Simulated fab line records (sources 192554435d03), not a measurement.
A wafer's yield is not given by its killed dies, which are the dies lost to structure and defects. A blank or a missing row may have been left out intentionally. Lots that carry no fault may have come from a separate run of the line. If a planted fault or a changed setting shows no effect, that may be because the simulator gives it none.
fab line records / flow n5_finfet
[record] lots = 4 wafers = 12 last_day = 15
route steps=1938 shown WELL_APT@21 PMOS_HMC_CHANNEL_EPI@57 BEOL_M4@1111
lots untouched by any fault: they come from a run of this same line in which no faults occurred
start_h: the number of hours between the record's first day and the start of the first shown wafer of the lot / wait_h: hours from the lot's prior step to this one / " unchanged from the row above / L1.1+2: a row that stands for several wafers / - either no value or no given start / * or withheld: withheld / < > ~ a bound
route shown NAME@n: a module of which the file shows steps, and the number in the route of the first / usual: mean and standard deviation over wafers with no fault / same: alike in all rows / chamber/n: place in a boat / sites: per-site readings / _std_site: how widely they spread, as a standard deviation / _edge_site: outer sites' mean less inner sites' / radius_mm: how far each site lies from the wafer's centre / mask NAME#n: copy n / behind: the tool/chamber that last shaped the wafer / hold: cause of the lot's hold/its duration in hours/its outcome / device: the transistor (n, p or np) that didn't switch / end of line: the route-end tests of the same wafers / a step with no rows: only its recipe / killed: dies lost to structure and defects at the first sort, not the wafer's yield / map: dies across one wafer; x = killed, . = not, _ = none there
set.NAME: the setting that was run; set.NAME@STEP: the one run at that earlier step / model.NAME: the simulator's own value behind a step, which no gauge read
a table for each step, a row for each wafer; lots at some steps of the route
services: a tool's chamber out of use, with start hour (start_h, from the record's first day; less than 0 if before it), hours out, and reason
[[steps]]
[step N5_WELL_APT_COAT_02]
[recipe] spin_rpm = 1357 resist_thk_nm = 950
[step N5_WELL_APT_EBR_04]
[recipe] solvent = PGMEA ebr_width_mm = 1.5
[step N5_WELL_APT_SOFTBAKE_03]
[recipe] temp_c = 130 time_s = 60
[step N5_WELL_APT_EXPOSE_05]
[recipe] mask_id = NWELL na = 0.8 source_shape = conventional sigma_outer = 0.8 polarization = unpolarized defocus_nm = 0 target_cd_nm = 200 dose_mj = 20.3
[step N5_WELL_APT_PEB_06]
[recipe] peb_temp_c = 130 peb_time_s = 90
[step N5_WELL_APT_DEVELOP_07]
[recipe] develop_time_s = 45 rinse_liquid = surfactant_rinse dry = air_spin dev_temp_c = 21
[step N5_WELL_APT_HARDBAKE_12]
[recipe] temp_c = 130 time_s = 120
[step N5_WELL_APT_DESCUM_13]
[recipe] chemistry = O2 time_s = 7.9 source_power_w = 50 bias_power_w = 20 pressure_mtorr = 20 rf_frequency_hz = 2.712e+07 temp_c = 40 o2_flow_sccm = 225
[step N5_WELL_APT_IMPLANT_14]
[recipe] species = P energy_kev = 160 dose_cm2 = 1.5e+13 tilt_deg = 0 rotation_deg = 0
[step N5_WELL_APT_IMPLANT_15]
[recipe] species = As energy_kev = 25 dose_cm2 = 1.5e+13 tilt_deg = 0 rotation_deg = 0
[usual] dose_ions_cm2 = 1.5003e+13/1.5e+10 faraday_current_uA = 190/3.7
lot.wafer=L226.1 tool=implanter-01 chamber=0 start_h=20.05 wait_h=0.1 dose_ions_cm2=1.499e+13 faraday_current_uA=195
lot.wafer=L226.3 tool=implanter-01 chamber=0 start_h=20.05 wait_h=0.1 dose_ions_cm2=1.5e+13 faraday_current_uA=190
lot.wafer=L226.4 tool=implanter-01 chamber=0 start_h=20.05 wait_h=0.1 dose_ions_cm2=1.5005e+13 faraday_current_uA=191
lot.wafer=L235.2 tool=implanter-02 chamber=0 start_h=74.61 wait_h=0.1 dose_ions_cm2=1.4993e+13 faraday_current_uA=188
lot.wafer=L235.5 tool=implanter-02 chamber=0 start_h=74.61 wait_h=0.1 dose_ions_cm2=1.5001e+13 faraday_current_uA=184
lot.wafer=L235.6 tool=implanter-02 chamber=0 start_h=74.61 wait_h=0.1 dose_ions_cm2=1.4982e+13 faraday_current_uA=195
lot.wafer=L241.1 tool=implanter-02 chamber=0 start_h=110.36 wait_h=0.1 dose_ions_cm2=2.4991e+13 faraday_current_uA=318
lot.wafer=L241.2 tool=implanter-02 chamber=0 start_h=110.36 wait_h=0.1 dose_ions_cm2=2.4988e+13 faraday_current_uA=326
lot.wafer=L241.5 tool=implanter-02 chamber=0 start_h=110.36 wait_h=0.1 dose_ions_cm2=2.4994e+13 faraday_current_uA=316
lot.wafer=L243.1 tool=implanter-02 chamber=0 start_h=121.96 wait_h=0.1 dose_ions_cm2=2.4987e+13 faraday_current_uA=324
lot.wafer=L243.5 tool=implanter-02 chamber=0 start_h=121.96 wait_h=0.1 dose_ions_cm2=2.5007e+13 faraday_current_uA=317
lot.wafer=L243.6 tool=implanter-02 chamber=0 start_h=121.96 wait_h=0.1 dose_ions_cm2=2.5018e+13 faraday_current_uA=313
[step N5_WELL_APT_STRIP_16]
[recipe] chemistry = SPM time_s = 900 temp_c = 130 h2so4_h2o2_vol_ratio = 4 dry = ipa_marangoni
[step N5_WELL_APT_HMDS_18]
[recipe] time_s = 60 temp_c = 120
[step N5_WELL_APT_COAT_19]
[recipe] spin_rpm = 1357 resist_thk_nm = 950
[step N5_WELL_APT_EBR_21]
[recipe] solvent = PGMEA ebr_width_mm = 1.5
[step N5_WELL_APT_SOFTBAKE_20]
[recipe] temp_c = 130 time_s = 60
[step N5_WELL_APT_EXPOSE_22]
[recipe] mask_id = PWELL na = 0.8 source_shape = conventional sigma_outer = 0.8 polarization = unpolarized defocus_nm = 0 target_cd_nm = 200 dose_mj = 23.2
[step N5_WELL_APT_PEB_23]
[recipe] peb_temp_c = 130 peb_time_s = 90
[step N5_WELL_APT_DEVELOP_24]
[recipe] develop_time_s = 45 rinse_liquid = surfactant_rinse dry = air_spin dev_temp_c = 21
[step N5_WELL_APT_HARDBAKE_29]
[recipe] temp_c = 130 time_s = 120
[step N5_WELL_APT_DESCUM_30]
[recipe] chemistry = O2 time_s = 7.9 source_power_w = 50 bias_power_w = 20 pressure_mtorr = 20 rf_frequency_hz = 2.712e+07 temp_c = 40 o2_flow_sccm = 225
[step N5_WELL_APT_IMPLANT_31]
[recipe] species = B energy_kev = 60 dose_cm2 = 1.5e+13 tilt_deg = 0 rotation_deg = 0
[step N5_WELL_APT_IMPLANT_32]
[recipe] species = BF2 energy_kev = 50 dose_cm2 = 2e+13 tilt_deg = 0 rotation_deg = 0
[step N5_WELL_APT_STRIP_33]
[recipe] chemistry = SPM time_s = 900 temp_c = 130 h2so4_h2o2_vol_ratio = 4 dry = ipa_marangoni
[step N5_WELL_APT_RTA_34]
[recipe] temp_c = 1000 time_s = 10 ambient = N2 idle_temp_c = 600 ramp_up_c_per_s = 150 ramp_down_c_per_s = 60 cool_to_c = 600
[step N5_WELL_APT_OXIDE_STRIP_42]
[recipe] chemistry = dHF dilution = 25:1 time_s = 45 temp_c = 25 target = SiO2 target_depth_a = 120
[step N5_WELL_APT_PRECLEAN_36]
[recipe] chemistry = O3/DIW time_s = 45 temp_c = 22 o3_ppm = 10
[step N5_WELL_APT_PRECLEAN_39]
[recipe] chemistry = dHF time_s = 60 dilution = 150:1 temp_c = 25
[step N5_WELL_APT_SRD_37]
[recipe] dry = ipa_marangoni do_ppb = 5 time_s = 30 temp_c = 23 rinse_liquid = diw
[step N5_WELL_APT_EPI_41]
[recipe] material = Si target_thk_a = 500 temp_c = 650 precursor = SiH4/H2 pressure_torr = 20 time_s = 297.7
[step N5_PMOS_HMC_CHANNEL_EPI_HM_DEP_34]
[recipe] material = SiO2 target_thk_a = 360 temp_c = 400 precursor = TEOS/O2 pressure_torr = 6.5 rf_w = 900 teos_flow_sccm = 161.4 gas = O2 flow_sccm = 2650 time_s = 6.9
[step N5_PMOS_HMC_CHANNEL_EPI_COAT_31]
[recipe] resist = BARC temp_c = 205 time_s = 60 spin_rpm = 1500 resist_thk_nm = 66
[step N5_PMOS_HMC_CHANNEL_EPI_COAT_03]
[recipe] resist = CAR-ArF-block spin_rpm = 1500 resist_thk_nm = 205
[step N5_PMOS_HMC_CHANNEL_EPI_EBR_05]
[recipe] solvent = PGMEA ebr_width_mm = 1.5
[step N5_PMOS_HMC_CHANNEL_EPI_SOFTBAKE_04]
[recipe] temp_c = 110 time_s = 60 resist = CAR-ArF-block
[step N5_PMOS_HMC_CHANNEL_EPI_EXPOSE_06]
[recipe] mask_id = PMOS_HMC_BLK na = 1.35 source_shape = conventional sigma_outer = 0.8 polarization = unpolarized target_cd_nm = 240 dose_mj = 41
[step N5_BEOL_M4_RC_MEAS_101]
[usual] CJ_P = 5.77/0.22 DIBL_N = 36.0/1.7 DIBL_P = 35.8/2 IOFF_N = 0.15/0.03 IOFF_P = 0.20/0.037 IOFF_P_LONG = 0.000104/8.6e-06 ION_N = 670/12 ION_P = 460/7.2 SS_N = 71.5/0.68 SS_P = 73.2/0.65 VT_N = 250/3.1 VT_P = -251/3.4
lot.wafer=L226.1 tool=prober-01 chamber=0 start_h=175.47 wait_h=0.0 CJ_P=5.84 DIBL_N[mV/V]=36.5 DIBL_P[mV/V]=34.6 IOFF_N[nA/um]=0.14 IOFF_P[nA/um]=0.19 IOFF_P_LONG[nA/um]=0.000101 ION_N[uA/um]=664 ION_P[uA/um]=451 SS_N[mV/dec]=72.2 SS_P[mV/dec]=73.3 VT_N[mV]=252 VT_P[mV]=-254
lot.wafer=L226.3 tool=prober-01 chamber=0 start_h=175.47 wait_h=0.0 CJ_P=5.49 DIBL_N[mV/V]=33.3 DIBL_P[mV/V]=31.9 IOFF_N[nA/um]=0.10 IOFF_P[nA/um]=0.16 IOFF_P_LONG[nA/um]=9.7e-05 ION_N[uA/um]=652 ION_P[uA/um]=456 SS_N[mV/dec]=70.6 SS_P[mV/dec]=72.2 VT_N[mV]=256 VT_P[mV]=-255
lot.wafer=L226.4 tool=prober-01 chamber=0 start_h=175.47 wait_h=0.0 CJ_P=5.95 DIBL_N[mV/V]=35.3 DIBL_P[mV/V]=34.9 IOFF_N[nA/um]=0.14 IOFF_P[nA/um]=0.20 IOFF_P_LONG[nA/um]=0.000102 ION_N[uA/um]=683 ION_P[uA/um]=471 SS_N[mV/dec]=71.2 SS_P[mV/dec]=72.7 VT_N[mV]=250 VT_P[mV]=-250
lot.wafer=L235.2 tool=prober-01 chamber=0 start_h=237.66 wait_h=0.2 CJ_P=5.85 DIBL_N[mV/V]=34.9 DIBL_P[mV/V]=33.6 IOFF_N[nA/um]=0.13 IOFF_P[nA/um]=0.19 IOFF_P_LONG[nA/um]=0.000109 ION_N[uA/um]=654 ION_P[uA/um]=455 SS_N[mV/dec]=71.2 SS_P[mV/dec]=72.4 VT_N[mV]=252 VT_P[mV]=-248
lot.wafer=L235.5 tool=prober-01 chamber=0 start_h=237.66 wait_h=0.2 CJ_P=5.93 DIBL_N[mV/V]=34.3 DIBL_P[mV/V]=33.0 IOFF_N[nA/um]=0.12 IOFF_P[nA/um]=0.18 IOFF_P_LONG[nA/um]=0.000116 ION_N[uA/um]=659 ION_P[uA/um]=460 SS_N[mV/dec]=70.6 SS_P[mV/dec]=73.1 VT_N[mV]=252 VT_P[mV]=-251
lot.wafer=L235.6 tool=prober-01 chamber=0 start_h=237.66 wait_h=0.2 CJ_P=5.74 DIBL_N[mV/V]=36.8 DIBL_P[mV/V]=36.2 IOFF_N[nA/um]=0.15 IOFF_P[nA/um]=0.21 IOFF_P_LONG[nA/um]=0.000107 ION_N[uA/um]=660 ION_P[uA/um]=450 SS_N[mV/dec]=71.4 SS_P[mV/dec]=73.0 VT_N[mV]=250 VT_P[mV]=-250
lot.wafer=L241.1 tool=prober-01 chamber=0 start_h=265.91 wait_h=0.0 CJ_P=6.85 DIBL_N[mV/V]=35.6 DIBL_P[mV/V]=34.9 IOFF_N[nA/um]=0.14 IOFF_P[nA/um]=0.18 IOFF_P_LONG[nA/um]=0.000128 ION_N[uA/um]=663 ION_P[uA/um]=455 SS_N[mV/dec]=71.6 SS_P[mV/dec]=72.6 VT_N[mV]=254 VT_P[mV]=-254
lot.wafer=L241.2 tool=prober-01 chamber=0 start_h=265.91 wait_h=0.0 CJ_P=7.48 DIBL_N[mV/V]=35.8 DIBL_P[mV/V]=34.8 IOFF_N[nA/um]=0.15 IOFF_P[nA/um]=0.17 IOFF_P_LONG[nA/um]=0.000154 ION_N[uA/um]=677 ION_P[uA/um]=454 SS_N[mV/dec]=70.8 SS_P[mV/dec]=73.5 VT_N[mV]=250 VT_P[mV]=-255
lot.wafer=L241.5 tool=prober-01 chamber=0 start_h=265.91 wait_h=0.0 CJ_P=7.31 DIBL_N[mV/V]=34.4 DIBL_P[mV/V]=33.2 IOFF_N[nA/um]=0.13 IOFF_P[nA/um]=0.15 IOFF_P_LONG[nA/um]=0.000145 ION_N[uA/um]=659 ION_P[uA/um]=452 SS_N[mV/dec]=70.7 SS_P[mV/dec]=72.2 VT_N[mV]=253 VT_P[mV]=-255
lot.wafer=L243.1 tool=prober-01 chamber=0 start_h=274.39 wait_h=0.0 CJ_P=7.54 DIBL_N[mV/V]=36.4 DIBL_P[mV/V]=37.9 IOFF_N[nA/um]=0.17 IOFF_P[nA/um]=0.18 IOFF_P_LONG[nA/um]=0.000145 ION_N[uA/um]=674 ION_P[uA/um]=453 SS_N[mV/dec]=71.5 SS_P[mV/dec]=73.0 VT_N[mV]=248 VT_P[mV]=-254
lot.wafer=L243.5 tool=prober-01 chamber=0 start_h=274.39 wait_h=0.0 CJ_P=7.43 DIBL_N[mV/V]=34.4 DIBL_P[mV/V]=34.8 IOFF_N[nA/um]=0.14 IOFF_P[nA/um]=0.15 IOFF_P_LONG[nA/um]=0.00014 ION_N[uA/um]=658 ION_P[uA/um]=447 SS_N[mV/dec]=70.8 SS_P[mV/dec]=72.8 VT_N[mV]=253 VT_P[mV]=-256
lot.wafer=L243.6 tool=prober-01 chamber=0 start_h=274.39 wait_h=0.0 CJ_P=6.81 DIBL_N[mV/V]=33.5 DIBL_P[mV/V]=34.7 IOFF_N[nA/um]=0.11 IOFF_P[nA/um]=0.14 IOFF_P_LONG[nA/um]=0.000116 ION_N[uA/um]=668 ION_P[uA/um]=451 SS_N[mV/dec]=70.2 SS_P[mV/dec]=73.1 VT_N[mV]=256 VT_P[mV]=-256
[[services]]
tool=implanter-01 chamber=- start_h=1.79 hours=4.6 kind=pm
[[key]]
[first_sign] step = N5_WELL_APT_IMPLANT_15 reading = dose_ions_cm2 direction = up sigmas = 99+ usual = 1.5003e+13 struck = 2.4998e+13
[effect] step = N5_WELL_APT_IMPLANT_15 reading = faraday_current_uA direction = up sigmas = 35 usual = 190 struck = 319
[effect] step = N5_BEOL_M4_RC_MEAS_101 reading = CJ_P direction = up sigmas = 6.8 usual = 5.77 struck = 7.24
[effect] step = N5_BEOL_M4_RC_MEAS_101 reading = IOFF_P_LONG direction = up sigmas = 4 usual = 0.000104 struck = 0.000138
met_at N5_WELL_APT_IMPLANT_15
struck_wafers L241.1,L241.2,L241.5,L243.1,L243.5,L243.6
onset_between 74.61 110.36
[fault] kind = process_parameter_drift tool = implanter-02 chamber = - onset_h = 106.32 steps = N5_WELL_APT_IMPLANT_15 channel = dose_cm2 offset = 9.9929e+12 shape = step end_h = 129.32 acts_in = these_recipes_only stated = 1.5e+13
